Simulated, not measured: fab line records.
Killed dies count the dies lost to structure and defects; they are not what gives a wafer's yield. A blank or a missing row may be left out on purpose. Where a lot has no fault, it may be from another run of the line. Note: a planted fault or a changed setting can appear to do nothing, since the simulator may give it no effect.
fab line records ; flow n5-finfet ; part 1 of 2: steps 1 to 40 of 41
record: lots: 6; wafers: 18; last-day: 16
route steps=1938 shown BEOL_M2@909 BEOL_M3@931 PASSIVATION@1936
lots untouched by any fault: they come from a run of this same line in which no faults occurred
start-h: start of the lot's first displayed wafer, in hours after the record's first day ; wait-h: time in hours since the lot's previous step ; " unchanged from the row above ; L1.1+2: a row that stands for several wafers ; - no value, or no start given ; * or withheld: withheld ; < > ~ a bound
route shown NAME@n: NAME is a module with steps in the file, n the number in the route of the first one ; usual: mean/standard deviation taken from wafers without a fault ; same: alike in all rows ; chamber/n: place in a boat ; sites: readings site by site ; _std_site: their standard deviation ; _edge_site: inner sites' mean taken away from outer sites' mean ; radius-mm: how far each site lies from the wafer's centre ; mask NAME#n: copy n ; behind: tool/chamber where the wafer was last shaped ; hold: what put the lot on hold/how long, in hours/how the hold closed ; device: whichever transistor did not switch (one of n, p or np) ; end of line: tests run on the same wafers once the route is complete ; where a step has no rows: the recipe by itself ; killed: dies that structure and defects cost at the first sort, which is not the same as the wafer's yield ; map: dies across one wafer; x = killed, . = not, _ = none there
set.NAME: the setting as run; set.NAME@STEP: as run at that earlier step ; model.NAME: the simulator's own value behind a step, which no gauge read
lots at some steps of the route; a table a step, a row a wafer
services: when a tool's chamber went out of use (start-h, in hours from the record's first day, below 0 if earlier), for how many hours, and the reason
== steps ==
step: N5_BEOL_M2_ANNEAL_82
recipe: temp-c: 400; time-s: 240; ambient: vacuum
step: N5_BEOL_M2_SPUTTER_86
recipe: material: Cu; target-thk-a: 45; temp-c: -20; chamber-pressure-pa: 0.07; power-w: withheld; time-s: 8.29
step: N5_BEOL_M2_ANNEAL_87
recipe: temp-c: 400; time-s: 240; ambient: vacuum
step: N5_BEOL_M2_SPUTTER_88
recipe: material: Cu; target-thk-a: 45; temp-c: -20; chamber-pressure-pa: 0.07; power-w: withheld; time-s: 8.29
step: N5_BEOL_M2_ANNEAL_89
recipe: temp-c: 400; time-s: 240; ambient: vacuum
step: N5_BEOL_M2_SPUTTER_90
recipe: material: Cu; target-thk-a: 45; temp-c: -20; chamber-pressure-pa: 0.07; power-w: withheld; time-s: 8.29
usual: chuck-sensor-temp-C: -16.2/0.7; throttle-valve-pct: 30.1/0.79
lot.wafer;tool;chamber;start-h;wait-h;chuck-sensor-temp-C;throttle-valve-pct
L963.1;pvd-sputter-03;-;143.01;0.1;-15.7;30.2
L963.2;pvd-sputter-03;-;143.01;0.1;-14.5;29.8
L963.6;pvd-sputter-03;-;143.01;0.1;-15.9;29.9
L967.2;pvd-sputter-01;-;173.33;0.1;-16.8;29.3
L967.3;pvd-sputter-01;-;173.33;0.1;-16.4;30.1
L967.6;pvd-sputter-01;-;173.33;0.1;-16.7;29.9
L971.2;pvd-sputter-01;-;196.78;0.1;-16.6;30.8
L971.3;pvd-sputter-01;-;196.78;0.1;-16.8;30.1
L971.4;pvd-sputter-01;-;196.78;0.1;-16.7;29.1
L973.1;pvd-sputter-01;-;212.13;0.1;-16.8;30.6
L973.3;pvd-sputter-01;-;212.13;0.1;-16.8;29.1
L973.6;pvd-sputter-01;-;212.13;0.1;-16.5;30.1
L977.2;pvd-sputter-02;-;225.47;0.1;-16.0;28.8
L977.3;pvd-sputter-02;-;225.47;0.1;-16.6;28.8
L977.5;pvd-sputter-02;-;225.47;0.1;-15.7;28.9
L978.1;pvd-sputter-03;-;241.57;0.1;-14.2;29.9
L978.4;pvd-sputter-03;-;241.57;0.1;-15.8;30.1
L978.6;pvd-sputter-03;-;241.57;0.1;-16.6;30.3
step: N5_BEOL_M2_ANNEAL_91
recipe: temp-c: 400; time-s: 240; ambient: vacuum
usual: heater-power-w: 780/67
lot.wafer;tool;chamber;start-h;wait-h;heater-power-w
L963.1;pvd-sputter-03;-;143.09;0.0;724
L963.2;pvd-sputter-03;-;143.09;0.0;710
L963.6;pvd-sputter-03;-;143.09;0.0;702
L967.2;pvd-sputter-01;-;173.41;0.0;675
L967.3;pvd-sputter-01;-;173.41;0.0;873
L967.6;pvd-sputter-01;-;173.41;0.0;884
L971.2;pvd-sputter-01;-;196.86;0.0;817
L971.3;pvd-sputter-01;-;196.86;0.0;889
L971.4;pvd-sputter-01;-;196.86;0.0;672
L973.1;pvd-sputter-01;-;212.21;0.0;799
L973.3;pvd-sputter-01;-;212.21;0.0;668
L973.6;pvd-sputter-01;-;212.21;0.0;885
L977.2;pvd-sputter-02;-;225.55;0.0;718
L977.3;pvd-sputter-02;-;225.55;0.0;819
L977.5;pvd-sputter-02;-;225.55;0.0;930
L978.1;pvd-sputter-03;-;241.65;0.0;734
L978.4;pvd-sputter-03;-;241.65;0.0;726
L978.6;pvd-sputter-03;-;241.65;0.0;788
step: N5_BEOL_M2_SPUTTER_92
recipe: material: Cu; target-thk-a: 45; temp-c: -20; chamber-pressure-pa: 0.07; power-w: withheld; time-s: 8.29
step: N5_BEOL_M2_ANNEAL_93
recipe: temp-c: 400; time-s: 240; ambient: vacuum
step: N5_BEOL_M2_SPUTTER_94
recipe: material: Cu; target-thk-a: 45; temp-c: -20; chamber-pressure-pa: 0.07; power-w: withheld; time-s: 8.29
step: N5_BEOL_M2_ANNEAL_95
recipe: temp-c: 400; time-s: 240; ambient: vacuum
usual: heater-power-w: 778/65
lot.wafer;tool;chamber;start-h;wait-h;heater-power-w
L963.1;pvd-sputter-03;-;143.53;0.0;716
L963.2;pvd-sputter-03;-;143.53;0.0;725
L963.6;pvd-sputter-03;-;143.53;0.0;716
L967.2;pvd-sputter-01;-;173.85;0.0;684
L967.3;pvd-sputter-01;-;173.85;0.0;867
L967.6;pvd-sputter-01;-;173.85;0.0;827
L971.2;pvd-sputter-01;-;197.30;0.0;793
L971.3;pvd-sputter-01;-;197.30;0.0;852
L971.4;pvd-sputter-01;-;197.30;0.0;690
L973.1;pvd-sputter-01;-;212.65;0.0;831
L973.3;pvd-sputter-01;-;212.65;0.0;676
L973.6;pvd-sputter-01;-;212.65;0.0;863
L977.2;pvd-sputter-02;-;225.99;0.0;694
L977.3;pvd-sputter-02;-;225.99;0.0;824
L977.5;pvd-sputter-02;-;225.99;0.0;923
L978.1;pvd-sputter-03;-;242.09;0.0;719
L978.4;pvd-sputter-03;-;242.09;0.0;716
L978.6;pvd-sputter-03;-;242.09;0.0;781
step: N5_BEOL_M2_SPUTTER_96
recipe: material: Cu; target-thk-a: 45; temp-c: -20; chamber-pressure-pa: 0.07; power-w: withheld; time-s: 8.29
step: N5_BEOL_M2_ECD_50
recipe: material: Cu; target-thk-a: 3000
lot.wafer;tool;chamber;start-h;wait-h
L963.1+2+6;ecd-cu-01;0,1,0;143.79;0.1
L967.2+3+6;ecd-cu-02;0,0,1;174.11;0.1
L971.2+3+4;ecd-cu-02;1,0,1;197.56;0.1
L973.1+3+6;ecd-cu-02;1,1,0;212.91;0.1
L977.2+3+5;ecd-cu-01;1,0,0;226.25;0.1
L978.1+4+6;ecd-cu-01;0,0,1;242.35;0.1
step: N5_BEOL_M2_ANNEAL_51
recipe: temp-c: 225; time-s: 90; ambient: N2
usual: wafer_temp_C_max: 226.29/0.26
lot.wafer;tool;chamber;start-h;wait-h;wafer_temp_C_max
L963.1;rtp-anneal-02;0;143.86;0.1;226.58
L963.2;rtp-anneal-02;0;143.86;0.1;226.16
L963.6;rtp-anneal-02;0;143.86;0.1;226.08
L967.2;rtp-anneal-02;0;174.23;0.1;226.39
L967.3;rtp-anneal-02;0;174.23;0.1;226.52
L967.6;rtp-anneal-02;0;174.23;0.1;225.89
L971.2;rtp-anneal-02;0;197.68;0.1;226.55
L971.3;rtp-anneal-02;0;197.68;0.1;226.17
L971.4;rtp-anneal-02;0;197.68;0.1;226.29
L973.1;rtp-anneal-01;0;213.55;0.6;226.73
L973.3;rtp-anneal-01;0;213.55;0.6;226.29
L973.6;rtp-anneal-01;0;213.55;0.6;226.52
L977.2;rtp-anneal-02;0;226.37;0.1;226.09
L977.3;rtp-anneal-02;0;226.37;0.1;225.70
L977.5;rtp-anneal-02;0;226.37;0.1;226.24
L978.1;rtp-anneal-02;0;242.43;0.1;226.55
L978.4;rtp-anneal-02;0;242.43;0.1;226.25
L978.6;rtp-anneal-02;0;242.43;0.1;225.98
step: N5_BEOL_M2_CMP_52
recipe: stop-on: SiOC; t-overpolish-s: 6.8; down-force-psi: 1; platen-rpm: 50; clearing-platen-down-force-psi: 1.5; clearing-platen-rpm: 50; post-cmp-clean: cu-alkaline; target-thk-nm: 40; clearing-platen-pad-velocity-m-s: 0.99484; pad-velocity-m-s: 0.99484
usual: barrier-field-endpoint-s: 25.0/0.6; head-pressure-psi: 1.0003/0.0021; motor-current-A: 5.9/0.78; overpolish-run-s: 6.801/0.0091; time-to-endpoint-s: 64/3.1
lot.wafer;tool;chamber;start-h;wait-h;barrier-field-endpoint-s;head-pressure-psi;motor-current-A;overpolish-run-s;time-to-endpoint-s
L963.1;cmp-01;2;144.18;0.3;25.5;0.9980;5.2;6.802;68
L963.2;cmp-01;3;144.18;0.3;24.5;1.0032;5.6;6.818;61
L963.6;cmp-01;2;144.18;0.3;25.9;1.0045;5.1;6.793;67
L967.2;cmp-01;0;174.49;0.2;25.2;0.9998;6.4;6.799;67
L967.3;cmp-01;3;174.49;0.2;24.8;0.9990;5.6;6.797;63
L967.6;cmp-01;1;174.49;0.2;25.4;1.0018;5.4;6.793;67
L971.4;cmp-01;1;197.93;0.1;25.2;1.0012;5.1;6.791;64
L971.3;cmp-01;2;197.93;0.1;25.2;0.9973;4.8;6.805;65
L971.2;cmp-01;3;197.93;0.1;24.8;0.9978;6.0;6.795;60
L973.1;cmp-02;3;213.86;0.3;25.1;0.9990;6.9;6.805;66
L973.3;cmp-02;2;213.86;0.3;25.1;1.0001;7.7;6.802;65
L973.6;cmp-02;3;213.86;0.3;25.1;0.9987;6.5;6.798;64
L977.2;cmp-03;1;226.64;0.2;24.7;1.0008;6.2;6.797;65
L977.3;cmp-03;2;226.64;0.2;24.7;0.9997;5.6;6.791;67
L977.5;cmp-03;1;226.64;0.2;25.4;1.0001;6.1;6.799;67
L978.1;cmp-03;2;242.80;0.3;25.0;1.0037;5.9;6.800;68
L978.4;cmp-03;3;242.80;0.3;25.2;0.9958;6.8;6.781;69
L978.6;cmp-03;0;242.80;0.3;26.9;1.0027;6.3;6.799;75
step: N5_BEOL_M2_THK_MEAS_53
recipe: thk-meas-gauge: xrf; reads: Cu_of_BEOL_M2_ECD_50
usual: M2_THK: 39.5/1.3
lot.wafer;tool;chamber;start-h;wait-h;M2_THK[nm]
L963.1;film-metro-02;-;144.47;-;39.1
L963.2;film-metro-02;-;144.47;-;39.1
L963.6;film-metro-02;-;144.47;-;39.7
L967.2;film-metro-02;-;174.78;-;39.1
L967.3;film-metro-02;-;174.78;-;38.3
L967.6;film-metro-02;-;174.78;-;37.6
L971.2;film-metro-02;-;198.23;-;39.4
L971.3;film-metro-02;-;198.23;-;40.9
L971.4;film-metro-02;-;198.23;-;39.9
L973.1;film-metro-01;-;214.16;-;39.8
L973.3;film-metro-01;-;214.16;-;39.8
L973.6;film-metro-01;-;214.16;-;38.0
L977.2;film-metro-02;-;226.93;-;40.8
L977.3;film-metro-02;-;226.93;-;38.7
L977.5;film-metro-02;-;226.93;-;40.8
L978.1;film-metro-02;-;243.02;-;39.8
L978.4;film-metro-02;-;243.02;-;40.2
L978.6;film-metro-02;-;243.02;-;42.1
step: N5_BEOL_M2_PRE_CLEAN_60
recipe: gas: NH3/H2; time-s: 15; temp-c: *; rf-power-w: 300
step: N5_BEOL_M2_CO_CAP_55
recipe: material: Co; target-thk-a: 20; temp-c: 200; precursor: CCTBA/H2; pressure-torr: 30; time-s: 102.1
step: N5_BEOL_M2_PRE_CLEAN_56
recipe: gas: NH3; time-s: 15; temp-c: withheld; rf-power-w: 300
step: N5_BEOL_M2_DEP_57
recipe: material: SiCN; target-thk-a: 80; temp-c: withheld; precursor: 3MS/NH3; pressure-torr: 3; rf-w: 202; time-s: 14
step: N5_BEOL_M2_RS_MEAS_58
recipe: thk-meas-gauge: four-point-probe; reads: Co_of_BEOL_M2_CO_CAP_55+Cu_of_BEOL_M2_ECD_50+Co_of_BEOL_M2_CVD_47+TaN_of_BEOL_M2_ALD_84
usual: M2_RS: 0.669/0.029
lot.wafer;tool;chamber;start-h;wait-h;M2_RS[ohm/sq]
L963.1;film-metro-02;-;144.73;0.0;0.688
L963.2;film-metro-02;-;144.73;0.0;0.689
L963.6;film-metro-02;-;144.73;0.0;0.673
L967.2;film-metro-01;-;175.14;0.1;0.672
L967.3;film-metro-01;-;175.14;0.1;0.699
L967.6;film-metro-01;-;175.14;0.1;0.709
L971.2;film-metro-02;-;198.49;0.1;0.673
L971.3;film-metro-02;-;198.49;0.1;0.641
L971.4;film-metro-02;-;198.49;0.1;0.664
L973.1;film-metro-02;-;214.45;0.1;0.666
L973.3;film-metro-02;-;214.45;0.1;0.671
L973.6;film-metro-02;-;214.45;0.1;0.708
L977.2;film-metro-02;-;227.22;0.1;0.638
L977.3;film-metro-02;-;227.22;0.1;0.685
L977.5;film-metro-02;-;227.22;0.1;0.642
L978.1;film-metro-01;-;243.28;0.0;0.653
L978.4;film-metro-01;-;243.28;0.0;0.649
L978.6;film-metro-01;-;243.28;0.0;0.614
step: N5_BEOL_M3_ILD_DEP_00
recipe: material: SiOC; target-thk-a: 790; temp-c: 350; precursor: DEMS/O2; pressure-torr: 5; rf-w: 500; time-s: 15.3
step: N5_BEOL_M3_THK_MEAS_01
recipe: reads: SiOC_of_BEOL_M3_ILD_DEP_00
usual: M3_ILD_THK: 78.8/1
lot.wafer;tool;chamber;start-h;wait-h;M3_ILD_THK[nm]
L963.1;film-metro-02;-;144.86;0.0;77.9
L963.2;film-metro-02;-;144.86;0.0;77.8
L963.6;film-metro-02;-;144.86;0.0;79.0
L967.2;film-metro-01;-;175.27;0.1;79.2
L967.3;film-metro-01;-;175.27;0.1;78.9
L967.6;film-metro-01;-;175.27;0.1;79.9
L971.2;film-metro-01;-;198.62;0.1;77.1
L971.3;film-metro-01;-;198.62;0.1;76.7
L971.4;film-metro-01;-;198.62;0.1;78.6
L973.1;film-metro-01;-;214.58;0.0;78.4
L973.3;film-metro-01;-;214.58;0.0;80.0
L973.6;film-metro-01;-;214.58;0.0;79.6
L977.2;film-metro-02;-;227.35;0.1;78.2
L977.3;film-metro-02;-;227.35;0.1;78.3
L977.5;film-metro-02;-;227.35;0.1;79.4
L978.1;film-metro-02;-;243.41;0.0;77.9
L978.4;film-metro-02;-;243.41;0.0;78.8
L978.6;film-metro-02;-;243.41;0.0;78.6
step: N5_BEOL_M3_PECVD_72
recipe: material: SiO2; target-thk-a: 160; temp-c: 400; precursor: TEOS/O2; pressure-torr: 5.5; rf-w: 450; teos-flow-sccm: 53.8; gas: O2; flow-sccm: 3000; time-s: 18
step: N5_BEOL_M3_HM_DEP_02
recipe: material: TiN; target-thk-a: 200; temp-c: 25; chamber-pressure-pa: 0.49996
step: N5_BEOL_M3_COAT_61
recipe: resist: SOC; temp-c: 250; time-s: 60; spin-rpm: 1500; resist-thk-nm: 60
step: N5_BEOL_M3_COAT_62
recipe: resist: SiARC; temp-c: 220; time-s: 60; spin-rpm: 1500; resist-thk-nm: 12
step: N5_BEOL_M3_COAT_73
recipe: resist: underlayer; temp-c: 205; time-s: 60; spin-rpm: 1500; resist-thk-nm: 5
step: N5_BEOL_M3_COAT_05
recipe: resist: CAR-EUV; spin-rpm: 1500; resist-thk-nm: 30
step: N5_BEOL_M3_EBR_07
recipe: solvent: PGMEA; ebr-width-mm: 1.5
step: N5_BEOL_M3_SOFTBAKE_06
recipe: temp-c: 110; time-s: 60; resist: CAR-EUV
step: N5_BEOL_M3_EXPOSE_08
recipe: mask-id: M3; na: 0.33; source-shape: dipole; sigma-inner: 0.369; sigma-outer: 0.767; polarization: unpolarized; dose-mj: 33
step: N5_BEOL_M3_PEB_09
recipe: peb-temp-c: 100; peb-time-s: 60; resist: CAR-EUV
step: N5_BEOL_M3_DEVELOP_10
recipe: develop-time-s: 30; developer: TMAH; resist: CAR-EUV; rinse-liquid: surfactant-rinse; dry: air-spin; dev-temp-c: 23
step: N5_BEOL_M3_CD_MEAS_11
recipe: target-cd-nm: 17.05; landing-energy-ev: 500; detector: se-inlens; polarity: opening
usual: cd-nm: 17.09/0.26
same: landing-energy-ev: 500
lot.wafer;tool;chamber;start-h;wait-h;cd-nm
L963.1;cd-sem-02;0;146.94;-;17.04
L963.2;cd-sem-02;0;146.94;-;17.42
L963.6;cd-sem-02;0;146.94;-;17.25
L967.2;cd-sem-03;0;176.86;-;17.07
L967.3;cd-sem-03;0;176.86;-;17.41
L967.6;cd-sem-03;0;176.86;-;17.14
L971.2;cd-sem-03;0;201.38;-;16.62
L971.3;cd-sem-03;0;201.38;-;17.44
L971.4;cd-sem-03;0;201.38;-;17.07
L973.1;cd-sem-03;0;218.18;-;16.85
L973.3;cd-sem-03;0;218.18;-;17.31
L973.6;cd-sem-03;0;218.18;-;17.46
L977.2;cd-sem-02;0;229.79;-;17.32
L977.3;cd-sem-02;0;229.79;-;17.06
L977.5;cd-sem-02;0;229.79;-;17.07
L978.1;cd-sem-01;0;244.80;-;17.11
L978.4;cd-sem-01;0;244.80;-;17.33
L978.6;cd-sem-01;0;244.80;-;17.42
step: N5_BEOL_M3_OVL_MEAS_12
recipe: points-per-wafer: 522
usual: M3_OVL: 0.1/0.66
lot.wafer;tool;chamber;start-h;wait-h;M3_OVL[nm]
L963.1;overlay-02;0;146.97;0.0;0.3
L963.2;overlay-02;0;146.97;0.0;0.6
L963.6;overlay-02;0;146.97;0.0;-0.2
L967.2;overlay-02;0;176.89;0.0;0.9
L967.3;overlay-02;0;176.89;0.0;-0.5
L967.6;overlay-02;0;176.89;0.0;0.2
L971.2;overlay-02;0;201.41;0.0;-0.3
L971.3;overlay-02;0;201.41;0.0;0.0
L971.4;overlay-02;0;201.41;0.0;0.8
L973.1;overlay-02;0;218.21;0.0;-0.8
L973.3;overlay-02;0;218.21;0.0;-1.8
L973.6;overlay-02;0;218.21;0.0;-0.3
L977.2;overlay-02;0;229.82;0.0;-0.3
L977.3;overlay-02;0;229.82;0.0;0.1
L977.5;overlay-02;0;229.82;0.0;0.6
L978.1;overlay-01;0;244.83;0.0;-0.2
L978.4;overlay-01;0;244.83;0.0;0.1
L978.6;overlay-01;0;244.83;0.0;1.4
step: N5_BEOL_M3_DESCUM_16
recipe: chemistry: O2; time-s: 7; source-power-w: 50; bias-power-w: 20; pressure-mtorr: 20; rf-frequency-hz: 2.712e+07; temp-c: 40; resist: CAR-EUV; o2-flow-sccm: 225
step: N5_BEOL_M3_ETCH_74
recipe: chemistry: N2/H2; target: underlayer; target-depth-a: 65; mask-material: CAR-EUV; time-s: 5.2; ion-energy-ev: 200; pressure-mtorr: 30; source-w: 840; bias-w: 150; n2-flow-sccm: 200; h2-flow-sccm: 200; ends: cleared
step: N5_BEOL_M3_ETCH_63
recipe: chemistry: CF4; target: SiARC; target-depth-a: 156; mask-material: CAR-EUV; time-s: 26; ion-energy-ev: 80; pressure-mtorr: 40; source-w: 545; bias-w: 36; Ar_flow_sccm: 100; cf4-flow-sccm: 100; ends: cleared
step: N5_BEOL_M3_ETCH_64
recipe: chemistry: N2/H2; target: SOC; target-depth-a: 750; overetch-a: 150; mask-material: SiARC; temp-c: 40; time-s: 112.5; ion-energy-ev: 200; pressure-mtorr: 30; source-w: 840; bias-w: 150; n2-flow-sccm: 200; h2-flow-sccm: 200
